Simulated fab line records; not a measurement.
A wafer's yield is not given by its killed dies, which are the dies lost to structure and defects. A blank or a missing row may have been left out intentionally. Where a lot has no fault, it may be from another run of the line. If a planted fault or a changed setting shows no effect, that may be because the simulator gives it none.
fab line records ; flow n5Finfet
record lots=6; wafers=18; lastDay=17
route steps=1938 shown GATE_CUT@505 MOL_CONTACT_COAG@517 BEOL_M4@1111 PASSIVATION@1936
lots that met no fault: taken from a fault-free run of the same line
startH: the number of hours between the record's first day and the start of the first shown wafer of the lot ; waitH: hours from the lot's prior step to this one ; " same as the row above ; L1.1+2: several wafers, shown together as one row ; - value missing, or start not given ; * or withheld: withheld ; < > ~ a bound
route shown NAME@n: a module of which the file shows steps, and the number in the route of the first ; usual: the fault-free wafers' mean and standard deviation ; same: alike in all rows ; chamber/n: place in a boat ; sites: per-site readings ; _std_site: standard deviation across them ; _edge_site: mean of outer sites minus mean of inner sites ; radiusMm: for every site, how far away it sits from the centre of the wafer ; mask NAME#n: copy n ; behind: the last tool/chamber to shape the wafer ; hold: what put the lot on hold/how long, in hours/how the hold closed ; device: transistor that didn't switch, given as n, p or np ; end of line: the same wafers' tests at the end of the route ; a step given without rows: its recipe and nothing more ; killed: not the wafer's yield, but the dies lost to structure and defects at the first sort ; map: per-die view of a wafer (x killed, . not killed, _ where there is no die)
set.NAME: the run value of the setting; set.NAME@STEP: its run value at that earlier step ; model.NAME: the simulator's own value behind a step, which no gauge read
lots at selected steps of the route; one table per step, one row per wafer
services: from which hour (startH, from the record's first day; less than 0 if before it) a tool's chamber was out of use, for how many hours, and why
## steps
# step N5_GATE_CUT_VAPOR_ETCH_49
# recipe chemistry=BCl3/Cl2; target=TiAlC; mode=isotropic
# usual drypumpMotorCurrentA=5.9/0.43; oesProductAu=0.73/0.082
lot.wafer;tool;chamber;startH;waitH;drypumpMotorCurrentA;oesProductAu
L811.2;rieMetal-02;0;115.84;0.0;6.0;0.68
L811.3;rieMetal-02;0;115.84;0.0;6.0;0.67
L811.5;rieMetal-02;1;115.84;0.0;6.3;0.67
L820.1;rieMetal-03;0;171.98;0.0;6.1;0.80
L820.3;rieMetal-03;0;171.98;0.0;6.1;0.80
L820.4;rieMetal-03;1;171.98;0.0;6.0;0.93
L821.2;rieMetal-02;1;173.80;0.0;6.3;0.66
L821.3;rieMetal-02;1;173.80;0.0;6.3;0.66
L821.5;rieMetal-02;0;173.80;0.0;6.0;0.67
L822.1;rieMetal-03;0;179.01;0.0;6.1;0.79
L822.4;rieMetal-03;0;179.01;0.0;6.1;0.80
L822.5;rieMetal-03;1;179.01;0.0;6.0;0.93
L824.1;rieMetal-01;0;196.09;0.0;5.0;0.73
L824.3;rieMetal-01;1;196.09;0.0;5.9;0.70
L824.6;rieMetal-01;0;196.09;0.0;5.0;0.73
L828.2;rieMetal-03;0;221.46;0.0;6.1;0.79
L828.4;rieMetal-03;1;221.46;0.0;6.0;0.89
L828.5;rieMetal-03;0;221.46;0.0;6.1;0.79
# step N5_GATE_CUT_VAPOR_ETCH_51
# recipe chemistry=BCl3/Cl2; target=HfO2; mode=isotropic
# step N5_GATE_CUT_STRIP_21
# recipe chemistry=N2/H2; timeS=30; powerW=1000; tempC=250; pressureMtorr=withheld; n2FlowSccm=1750; h2FlowSccm=3250
# usual drypumpMotorCurrentA=5.9/0.44; heaterPowerW=373/24
lot.wafer;tool;chamber;startH;waitH;drypumpMotorCurrentA;heaterPowerW;rfHoursCounterH
L811.2;plasmaAsher-01;0;115.92;0.0;6.6;376;57
L811.3;plasmaAsher-01;0;115.92;0.0;6.6;379;-
L811.5;plasmaAsher-01;0;115.92;0.0;6.6;378;-
L820.1;plasmaAsher-02;1;172.06;0.0;6.2;386;93
L820.3;plasmaAsher-02;1;172.06;0.0;6.2;379;-
L820.4;plasmaAsher-02;0;172.06;0.0;5.5;382;-
L821.2;plasmaAsher-02;0;173.88;0.0;5.5;384;94
L821.3;plasmaAsher-02;1;173.88;0.0;6.2;383;-
L821.5;plasmaAsher-02;0;173.88;0.0;5.5;387;-
L822.1;plasmaAsher-02;1;179.09;0.0;6.2;382;95
L822.4;plasmaAsher-02;1;179.09;0.0;6.2;378;-
L822.5;plasmaAsher-02;0;179.09;0.0;5.5;386;-
L824.1;plasmaAsher-02;0;196.17;0.0;5.4;386;98
L824.3;plasmaAsher-02;1;196.17;0.0;6.2;379;-
L824.6;plasmaAsher-02;0;196.17;0.0;5.5;395;-
L828.2;plasmaAsher-01;0;221.54;0.0;6.6;395;77
L828.4;plasmaAsher-01;1;221.54;0.0;5.5;328;-
L828.5;plasmaAsher-01;1;221.54;0.0;5.5;311;-
# step N5_GATE_CUT_STRIP_29
# recipe chemistry=postEtchResidueRemover; timeS=60; tempC=25; removerPh=withheld; removerWaterWtPct=withheld; removerFluorideWtPct=withheld
# step N5_GATE_CUT_SRD_52
# recipe dry=ipaMarangoni; timeS=30; tempC=23; rinseLiquid=diw
# step N5_GATE_CUT_ALD_22
# recipe material=SiNx; targetThkA=160; tempC=400; aldPrecursorFamily=SiH2I2; aldCoReactant=N2/H2-plasma; pulseTimeS=1; aldCycles=320; purgeTimeS=2; coReactantPurgeTimeS=2; pressureTorr=2
# usual heaterPowerW=830/80; precursorPulseHeightRel=0.997/0.019
# same aldCycles=320
lot.wafer;tool;chamber;startH;waitH;heaterPowerW;precursorPulseHeightRel
L811.2;aldSin-01;2;116.07;0.0;899;0.995
L811.3;aldSin-01;1;116.07;0.0;760;1.013
L811.5;aldSin-01;1;116.07;0.0;778;1.018
L820.1;aldSin-02;1;172.25;0.0;888;0.995
L820.3;aldSin-02;0;172.25;0.0;758;0.972
L820.4;aldSin-02;3;172.25;0.0;925;1.027
L821.2;aldSin-01;3;174.07;0.0;930;0.936
L821.3;aldSin-01;2;174.07;0.0;920;1.009
L821.5;aldSin-01;1;174.07;0.0;790;1.016
L822.1;aldSin-01;1;179.24;0.0;784;0.992
L822.4;aldSin-01;0;179.24;0.0;843;1.009
L822.5;aldSin-01;0;179.24;0.0;844;1.027
L824.1;aldSin-01;3;196.33;0.0;977;0.970
L824.3;aldSin-01;2;196.33;0.0;907;0.981
L824.6;aldSin-01;3;196.33;0.0;969;0.961
L828.2;aldSin-03;3;221.70;0.0;753;1.010
L828.4;aldSin-03;2;221.70;0.0;654;1.012
L828.5;aldSin-03;3;221.70;0.0;744;1.023
# step N5_GATE_CUT_CMP_23
# recipe stopOn=SiO2; tOverpolishS=23.4; postCmpClean=alkalineBrush; downForcePsi=2.5; platenRpm=51.8; padVelocityMS=1.0307; targetThkNm=16
# usual motorCurrentA=9.8/0.97; overpolishRunS=23.400/0.0091; slurryFlowMlMin=149.9/0.48; timeToEndpointS=18.6/2.1
lot.wafer;tool;chamber;startH;waitH;motorCurrentA;overpolishRunS;slurryFlowMlMin;timeToEndpointS
L811.3;cmp-04;0;117.61;0.8;8.2;23.388;149.0;14.1
L811.2;cmp-04;2;117.61;0.8;10.0;23.412;150.4;19.7
L811.5;cmp-04;0;117.61;0.8;7.5;23.411;149.5;17.5
L820.4;cmp-01;0;173.78;0.8;11.2;23.410;148.6;21.7
L820.1;cmp-01;1;173.78;0.8;8.0;23.402;150.4;24.4
L820.3;cmp-01;2;173.78;0.8;9.8;23.389;149.9;21.1
L821.3;cmp-03;1;175.56;0.8;10.4;23.412;149.5;17.2
L821.2;cmp-03;3;175.56;0.8;8.9;23.392;149.5;20.3
L821.5;cmp-03;2;175.56;0.8;9.8;23.400;149.1;22.1
L822.1;cmp-03;0;180.77;0.8;9.2;23.402;150.3;22.1
L822.4;cmp-03;1;180.77;0.8;9.7;23.391;149.4;20.3
L822.5;cmp-03;3;180.77;0.8;9.6;23.405;149.6;18.5
L824.1;cmp-01;2;197.82;0.8;9.9;23.402;150.3;18.6
L824.3;cmp-01;1;197.82;0.8;8.4;23.400;150.0;21.8
L824.6;cmp-01;3;197.82;0.8;9.5;23.387;150.0;18.9
L828.4;cmp-01;1;223.19;0.8;7.7;23.407;150.0;20.7
L828.2;cmp-01;3;223.19;0.8;10.1;23.386;149.8;20.0
L828.5;cmp-01;1;223.19;0.8;8.3;23.409;150.5;19.1
# step N5_GATE_CUT_THK_MEAS_24
# recipe reads=SiO2_of_GATE_CUT_HM_DEP_46+SiO2_flowable_of_ILD0_FCVD_FILL_01
# usual GC_FILL_THK=219.8/1.8
lot.wafer;tool;chamber;startH;waitH;GC_FILL_THK[nm]
L811.2;filmMetro-02;-;117.90;-;217.6
L811.3;filmMetro-02;-;117.90;-;217.0
L811.5;filmMetro-02;-;117.90;-;220.3
L820.1;filmMetro-01;-;174.03;-;221.3
L820.3;filmMetro-01;-;174.03;-;219.7
L820.4;filmMetro-01;-;174.03;-;223.6
L821.2;filmMetro-01;-;175.85;-;218.0
L821.3;filmMetro-01;-;175.85;-;218.7
L821.5;filmMetro-01;-;175.85;-;222.7
L822.1;filmMetro-01;-;181.02;-;219.1
L822.4;filmMetro-01;-;181.02;-;221.6
L822.5;filmMetro-01;-;181.02;-;221.8
L824.1;filmMetro-01;-;198.11;-;220.3
L824.3;filmMetro-01;-;198.11;-;217.6
L824.6;filmMetro-01;-;198.11;-;220.7
L828.2;filmMetro-01;-;223.48;-;216.6
L828.4;filmMetro-01;-;223.48;-;220.9
L828.5;filmMetro-01;-;223.48;-;220.1
# step N5_GATE_CUT_CMP_43
# recipe material=SiO2; postCmpClean=rinseOnly
# usual motorCurrentA=12.9/1.3; slurryFlowMlMin=150.0/0.46
lot.wafer;tool;chamber;startH;waitH;motorCurrentA;slurryFlowMlMin
L811.2;cmp-03;3;117.93;0.0;12.5;149.9
L811.3;cmp-03;2;117.93;0.0;14.1;149.9
L811.5;cmp-03;3;117.93;0.0;12.2;150.5
L820.3;cmp-04;2;174.14;0.1;13.9;150.5
L820.4;cmp-04;3;174.14;0.1;12.5;150.3
L820.1;cmp-04;0;174.14;0.1;10.4;149.6
L821.3;cmp-04;2;175.88;0.0;13.7;149.8
L821.2;cmp-04;0;175.88;0.0;10.9;149.5
L821.5;cmp-04;2;175.88;0.0;13.9;149.4
L822.4;cmp-03;0;181.21;0.2;11.4;149.6
L822.1;cmp-03;1;181.21;0.2;13.5;149.6
L822.5;cmp-03;2;181.21;0.2;13.0;149.5
L824.1;cmp-01;1;198.22;0.1;11.0;150.1
L824.3;cmp-01;3;198.22;0.1;13.4;149.5
L824.6;cmp-01;1;198.22;0.1;11.1;150.5
L828.4;cmp-01;1;223.67;0.2;10.7;149.8
L828.2;cmp-01;2;223.67;0.2;13.0;149.7
L828.5;cmp-01;3;223.67;0.2;13.3;150.6
# step N5_GATE_CUT_CMP_61
# recipe stopOn=SiNx; tOverpolishS=3; postCmpClean=alkalineBrush; downForcePsi=4; platenRpm=27.09; padVelocityMS=0.539
# step N5_GATE_CUT_INSPECT_26
# recipe inspectInstrument=darkfield; mode=postCmp
# usual rawDefectCount=44/21
lot.wafer;tool;chamber;startH;waitH;rawDefectCount
L811.2;defectInspect-01;-;118.64;0.0;55
L811.3;defectInspect-01;-;118.64;0.0;57
L811.5;defectInspect-01;-;118.64;0.0;45
L820.1;defectInspect-01;-;174.77;0.0;28
L820.3;defectInspect-01;-;174.77;0.0;72
L820.4;defectInspect-01;-;174.77;0.0;39
L821.2;defectInspect-02;-;176.60;0.0;43
L821.3;defectInspect-02;-;176.60;0.0;18
L821.5;defectInspect-02;-;176.60;0.0;32
L822.1;defectInspect-01;-;181.77;0.0;24
L822.4;defectInspect-01;-;181.77;0.0;19
L822.5;defectInspect-01;-;181.77;0.0;26
L824.1;defectInspect-02;-;198.85;0.0;51
L824.3;defectInspect-02;-;198.85;0.0;38
L824.6;defectInspect-02;-;198.85;0.0;22
L828.2;defectInspect-01;-;224.22;0.0;22
L828.4;defectInspect-01;-;224.22;0.0;29
L828.5;defectInspect-01;-;224.22;0.0;12
# step N5_MOL_CONTACT_COAG_COAT_103
# recipe resist=SOC; tempC=250; timeS=60; spinRpm=1500; resistThkNm=80
# usual dispensePressureKPa=55.7/0.56; heaterPowerTotalW=500.2/1.8; plateTempC=249.98/0.16
lot.wafer;tool;chamber;startH;waitH;dispensePressureKPa;heaterPowerTotalW;plateTempC
L811.2;lithoTrack-02;0;118.68;0.0;55.0;499.2;250.08
L811.3;lithoTrack-02;0;118.68;0.0;54.9;503.2;249.94
L811.5;lithoTrack-02;0;118.68;0.0;54.9;497.5;250.08
L820.1;lithoTrack-05;0;174.81;0.0;56.2;498.1;249.98
L820.3;lithoTrack-05;0;174.81;0.0;56.1;499.3;249.94
L820.4;lithoTrack-05;0;174.81;0.0;56.1;500.0;249.77
L821.2;lithoTrack-05;0;176.63;0.0;56.2;840.9;267.27
L821.3;lithoTrack-05;0;176.63;0.0;56.2;837.5;267.14
L821.5;lithoTrack-05;0;176.63;0.0;56.1;840.0;267.11
L822.1;lithoTrack-05;0;181.80;0.0;56.1;837.6;267.72
L822.4;lithoTrack-05;0;181.80;0.0;56.1;837.8;267.39
L822.5;lithoTrack-05;0;181.80;0.0;56.1;839.2;267.09
L824.1;lithoTrack-03;0;198.89;0.0;56.1;502.7;250.15
L824.3;lithoTrack-03;0;198.89;0.0;56.0;500.5;249.90
L824.6;lithoTrack-03;0;198.89;0.0;56.0;499.3;250.13
L828.2;lithoTrack-03;0;224.25;0.0;56.1;497.5;249.70
L828.4;lithoTrack-03;0;224.25;0.0;56.1;498.8;250.16
L828.5;lithoTrack-03;0;224.25;0.0;56.0;499.2;249.77
# step N5_MOL_CONTACT_COAG_COAT_104
# recipe resist=SiARC; tempC=220; timeS=60; spinRpm=1500; resistThkNm=12
# step N5_BEOL_M4_RC_MEAS_101
# usual DIBL_N=36.3/1.4; DIBL_P=36.2/1.5; IOFF_N=0.160/0.021; IOFF_P=0.211/0.027; ION_N=676/7.7; ION_P=463/5.5; SS_N=71.4/0.57; SS_P=73.3/0.58; VT_N=249.3/2.5; VT_P=-250.1/2.6
lot.wafer;tool;chamber;startH;waitH;DIBL_N[mV/V];DIBL_P[mV/V];IOFF_N[nA/um];IOFF_P[nA/um];ION_N[uA/um];ION_P[uA/um];SS_N[mV/dec];SS_P[mV/dec];VT_N[mV];VT_P[mV]
L811.2;prober-02;0;192.88;0.2;37.1;37.7;0.172;0.192;692;455;72.7;74.0;250.4;-252.0
L811.3;prober-02;0;192.88;0.2;36.5;37.5;0.165;0.189;683;464;71.8;73.8;252.0;-253.6
L811.5;prober-02;0;192.88;0.2;37.3;37.5;0.169;0.193;690;463;71.8;73.3;252.2;-252.7
L820.1;prober-01;0;249.80;0.0;35.4;35.0;0.166;0.224;673;467;71.1;73.1;247.3;-246.8
L820.3;prober-01;0;249.80;0.0;36.9;36.7;0.200;0.249;691;475;71.4;74.5;244.5;-247.0
L820.4;prober-01;0;249.80;0.0;37.2;36.1;0.185;0.243;686;470;72.3;74.2;243.0;-244.7
L821.2;prober-02;0;260.93;0.2;38.2;36.8;0.173;0.255;680;475;72.0;73.2;246.5;-247.3
L821.3;prober-02;0;260.93;0.2;39.0;37.5;0.184;0.272;672;468;72.5;73.5;247.7;-243.9
L821.5;prober-02;0;260.93;0.2;36.9;35.7;0.155;0.238;669;465;71.5;73.7;249.3;-247.5
L822.1;prober-01;0;265.43;0.0;36.7;36.4;0.168;0.226;667;460;71.3;73.5;250.0;-250.0
L822.4;prober-01;0;265.43;0.0;37.6;36.9;0.180;0.233;680;463;72.1;73.8;248.1;-250.6
L822.5;prober-01;0;265.43;0.0;37.4;37.1;0.182;0.235;674;463;71.6;73.4;247.5;-249.8
L824.1;prober-02;0;283.45;0.0;36.4;35.3;0.161;0.211;683;469;70.4;72.6;246.2;-251.2
L824.3;prober-02;0;283.45;0.0;37.1;35.9;0.173;0.216;679;462;71.5;73.4;247.0;-248.9
L824.6;prober-02;0;283.45;0.0;36.0;35.6;0.173;0.221;689;472;71.1;73.3;244.2;-249.5
L828.2;prober-01;0;308.47;0.2;35.3;35.3;0.154;0.207;680;471;71.7;73.1;250.3;-251.8
L828.4;prober-01;0;308.47;0.2;34.4;34.6;0.138;0.186;663;460;70.7;72.6;254.1;-249.7
L828.5;prober-01;0;308.47;0.2;36.3;36.6;0.164;0.222;673;463;72.2;73.5;249.9;-250.5
# step N5_PASSIVATION_PROBE_49
# usual defectLimitedYield=91.3/1.4; killed_at_M0_to_M3=34/10; killed_at_M4_up=13/4.8; killedAtContacts=12/6.1; killedAtFrontEnd=40/11; killedAtOther=3.7/2.8; killedDies=103/16; killedOnRim=13/3.6; killedOpen=67/12; killedShort=34/7.4; sort_bin_5_function=5.1/0.95; sort_bin_6_memory=3.2/0.62; sortNPass=1077/16; sortYieldPct=91.3/1.4
# same grossDies=1180; killedAtBackSide=0; sort_bin_4_leakage[%]=0; sort_bin_8_speed[%]=0
lot.wafer;tool;chamber;startH;waitH;defectLimitedYield[%];killed_at_M0_to_M3;killed_at_M4_up;killedAtContacts;killedAtFrontEnd;killedAtOther;killedDies;killedOnRim;killedOpen;killedShort;sort_bin_5_function[%];sort_bin_6_memory[%];sortNPass;sortYieldPct[%]
L811.2;prober-01;-;286.85;0.1;91.6;37;14;17;30;1;99;14;69;28;5.0;2.7;1081;91.6
L811.3;prober-01;-;286.90;0.1;91.4;38;9;2;50;2;101;9;68;33;4.2;3.9;1079;91.4
L811.5;prober-01;-;287.00;0.2;91.8;29;10;6;51;1;97;15;67;30;4.9;3.2;1083;91.8
L820.1;prober-02;-;360.97;0.0;90.2;48;16;11;40;1;116;14;82;31;5.8;3.6;1064;90.2
L820.3;prober-02;-;361.07;0.1;91.1;34;16;21;33;1;105;13;74;31;5.2;3.6;1075;91.1
L820.4;prober-02;-;361.12;0.2;91.3;32;10;9;50;2;103;14;73;28;5.4;3.1;1077;91.3
L821.2;prober-01;-;368.67;0.1;91.7;22;7;3;59;7;98;12;59;39;5.3;3.0;1082;91.7
L821.3;prober-01;-;368.72;0.1;94.0;17;9;4;37;4;71;10;53;16;3.1;2.6;1109;94.0
L821.5;prober-01;-;368.82;0.2;91.9;24;2;14;49;7;96;13;65;30;4.2;3.7;1084;91.9
L822.1;prober-02;-;371.73;0.0;92.7;27;15;20;23;1;86;13;54;30;4.1;2.9;1094;92.7
L822.4;prober-02;-;371.88;0.2;92.5;29;16;22;19;3;89;17;57;31;4.2;3.0;1091;92.5
L822.5;prober-02;-;371.93;0.2;94.5;21;9;8;27;0;65;7;42;22;3.1;1.9;1115;94.5
L828.2;prober-02;-;410.97;0.1;90.7;38;6;12;50;4;110;17;66;42;4.9;3.9;1070;90.7
L828.4;prober-02;-;411.07;0.2;92.3;39;6;14;30;2;91;8;58;33;4.9;2.5;1089;92.3
L828.5;prober-02;-;411.12;0.2;91.2;35;16;11;38;4;104;15;67;36;5.8;2.7;1076;91.2
# killed by level:class
L811.2 BEOL_M1:geometricParticle:open=15 MOL_CONTACT_COAG:geometricParticle:open=13 STI_FIN_REVEAL:geometricParticle:open=10 FIN_SAQP:geometricParticle:short=6 BEOL_M0:geometricParticle:open=5 STARTING-WAFER:geometricParticle:open=4 MOL_CONTACT_COAG:geometricParticle:short=4 BEOL_M2:geometricParticle:open=4
L811.3 FIN_SAQP:geometricParticle:open=19 BEOL_M1:geometricParticle:open=14 STI_FIN_REVEAL:geometricParticle:open=9 FIN_SAQP:geometricParticle:short=8 BEOL_M1:geometricParticle:short=7 BEOL_M0_SAQP:geometricParticle:short=6 BEOL_M2:geometricParticle:open=5 BEOL_M4:geometricParticle:open=5
L811.5 STI_FIN_REVEAL:geometricParticle:open=13 FIN_SAQP:geometricParticle:open=10 FIN_SAQP:geometricParticle:short=8 BEOL_M0_SAQP:geometricParticle:open=7 GATE_CUT:geometricParticle:short=6 MOL_CONTACT_COAG:geometricParticle:open=6 BEOL_M1:geometricParticle:open=6 BEOL_M2:geometricParticle:open=5
L820.1 STI_FIN_REVEAL:geometricParticle:open=11 BEOL_M3:geometricParticle:open=11 BEOL_M2:geometricParticle:open=11 MOL_CONTACT_COAG:geometricParticle:open=9 BEOL_M0_SAQP:geometricParticle:short=8 DUMMY_GATE:geometricParticle:open=6 BEOL_M0:geometricParticle:open=6 BEOL_M0_SAQP:geometricParticle:open=5
L820.3 MOL_CONTACT_COAG:geometricParticle:open=16 FIN_SAQP:geometricParticle:open=9 BEOL_M3:geometricParticle:open=9 BEOL_M4:geometricParticle:open=9 BEOL_M0_SAQP:geometricParticle:short=6 FIN_SAQP:geometricParticle:short=5 STI_FIN_REVEAL:geometricParticle:open=5 DUMMY_GATE:geometricParticle:open=5
L820.4 STI_FIN_REVEAL:geometricParticle:open=19 BEOL_M1:geometricParticle:open=12 DUMMY_GATE:geometricParticle:open=10 BEOL_M3:geometricParticle:open=8 FIN_SAQP:geometricParticle:short=7 MOL_CONTACT_COAG:geometricParticle:open=7 BEOL_M1:geometricParticle:short=6 FIN_SAQP:geometricParticle:open=3
L821.2 FIN_SAQP:geometricParticle:open=16 FIN_SAQP:geometricParticle:short=14 STI_FIN_REVEAL:geometricParticle:open=11 DUMMY_GATE:geometricParticle:open=5 BEOL_M1:geometricParticle:open=5 STI_FIN_REVEAL:geometricParticle:short=4 BEOL_M2:geometricParticle:open=4 BEOL_M0_SAQP:geometricParticle:short=3
L821.3 FIN_SAQP:geometricParticle:open=11 STI_FIN_REVEAL:geometricParticle:open=6 DUMMY_GATE:geometricParticle:open=6 BEOL_M2:geometricParticle:open=5 MOL_CONTACT_COAG:geometricParticle:open=4 BEOL_M0_SAQP:geometricParticle:short=3 BEOL_M8:geometricParticle:open=3 BEOL_M3:geometricParticle:open=3
L821.5 FIN_SAQP:geometricParticle:open=15 MOL_CONTACT_COAG:geometricParticle:open=11 BEOL_M2:geometricParticle:open=9 FIN_SAQP:geometricParticle:short=7 STI_FIN_REVEAL:geometricParticle:open=5 GATE_CUT:geometricParticle:short=5 BEOL_M0_SAQP:geometricParticle:open=4 STI_FIN_REVEAL:geometricParticle:short=3
L822.1 MOL_CONTACT_COAG:geometricParticle:open=15 BEOL_M1:geometricParticle:open=7 BEOL_M4:geometricParticle:open=7 BEOL_M0_SAQP:geometricParticle:short=6 FIN_SAQP:geometricParticle:short=5 BEOL_M2:geometricParticle:open=5 GATE_CUT:geometricParticle:short=4 MOL_CONTACT_COAG:geometricParticle:short=4
L822.4 MOL_CONTACT_COAG:geometricParticle:open=20 BEOL_M0_SAQP:geometricParticle:short=9 BEOL_M4:geometricParticle:open=7 FIN_SAQP:geometricParticle:short=5 BEOL_M1:geometricParticle:open=5 BEOL_M3:geometricParticle:short=4 GATE_CUT:geometricParticle:short=3 BEOL_M0:geometricParticle:open=3
L822.5 FIN_SAQP:geometricParticle:open=7 FIN_SAQP:geometricParticle:short=6 MOL_CONTACT_COAG:geometricParticle:open=6 BEOL_M0_SAQP:geometricParticle:short=5 BEOL_M3:geometricParticle:open=5 STARTING-WAFER:geometricParticle:open=5 BEOL_M0_SAQP:geometricParticle:open=4 BEOL_M4:geometricParticle:open=4
L828.2 FIN_SAQP:geometricParticle:short=13 BEOL_M0_SAQP:geometricParticle:open=12 MOL_CONTACT_COAG:geometricParticle:open=10 FIN_SAQP:geometricParticle:open=7 STARTING-WAFER:geometricParticle:short=6 STI_FIN_REVEAL:geometricParticle:open=6 BEOL_M0_SAQP:geometricParticle:short=6 BEOL_M2:geometricParticle:open=6
L828.4 MOL_CONTACT_COAG:geometricParticle:open=13 BEOL_M0_SAQP:geometricParticle:short=12 BEOL_M0_SAQP:geometricParticle:open=12 STI_FIN_REVEAL:geometricParticle:open=8 BEOL_M2:geometricParticle:open=8 FIN_SAQP:geometricParticle:short=5 FIN_SAQP:geometricParticle:open=3 ILD0:geometricParticle:short=3
L828.5 FIN_SAQP:geometricParticle:short=11 BEOL_M0_SAQP:geometricParticle:short=11 STI_FIN_REVEAL:geometricParticle:open=10 MOL_CONTACT_COAG:geometricParticle:open=10 BEOL_M4:geometricParticle:open=9 BEOL_M0_SAQP:geometricParticle:open=8 BEOL_M1:geometricParticle:open=5 FIN_SAQP:geometricParticle:open=4
## services
tool;chamber;startH;hours;kind
aldSin-03;3;96.41;16.1;repair
cmp-04;-;100.79;0.7;repair
cmp-04;-;104.28;4.8;pm
cmp-01;-;121.17;3.7;repair
cmp-01;-;140.30;2.7;repair
cmp-03;-;148.96;0.9;repair
aldSin-02;-;151.52;6.0;pm
cmp-01;-;157.30;1.3;repair
cmp-04;-;159.52;1.4;repair
rieMetal-01;1;161.67;9.4;repair
cmp-04;-;171.25;1.6;repair
aldSin-02;-;177.52;14.0;pm
cmp-04;-;189.08;0.5;repair
cmp-03;-;193.33;4.0;pm
cmp-03;-;197.33;-;consumableReplace:conditioner
cmp-03;-;197.33;-;consumableReplace:pad
cmp-03;-;197.70;1.8;repair
cmp-03;-;200.88;9.4;pm
cmp-04;-;200.94;6.7;repair
aldSin-01;2;201.46;2.2;repair
cmp-03;-;214.96;4.3;pm
aldSin-02;-;216.71;1.4;repair
aldSin-01;0;220.47;15.2;repair
cmp-03;-;223.26;2.5;repair
## key
firstSign step=N5_MOL_CONTACT_COAG_COAT_103; reading=heaterPowerTotalW; direction=up; sigmas=99+; usual=*; struck=*
effect step=N5_MOL_CONTACT_COAG_COAT_103; reading=plateTempC; direction=up; sigmas=99+; usual=*; struck=*
metAt N5_MOL_CONTACT_COAG_COAT_103
struckWafers L821.2,L821.3,L821.5,L822.1,L822.4,L822.5
onsetBetween 174.81 176.63
fault kind=processParameterDrift; tool=lithoTrack-05; chamber=-; onsetH=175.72; steps=N5_MOL_CONTACT_COAG_COAT_103; channel=tempC; offset=*; shape=step; endH=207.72; actsIn=*; stated=*
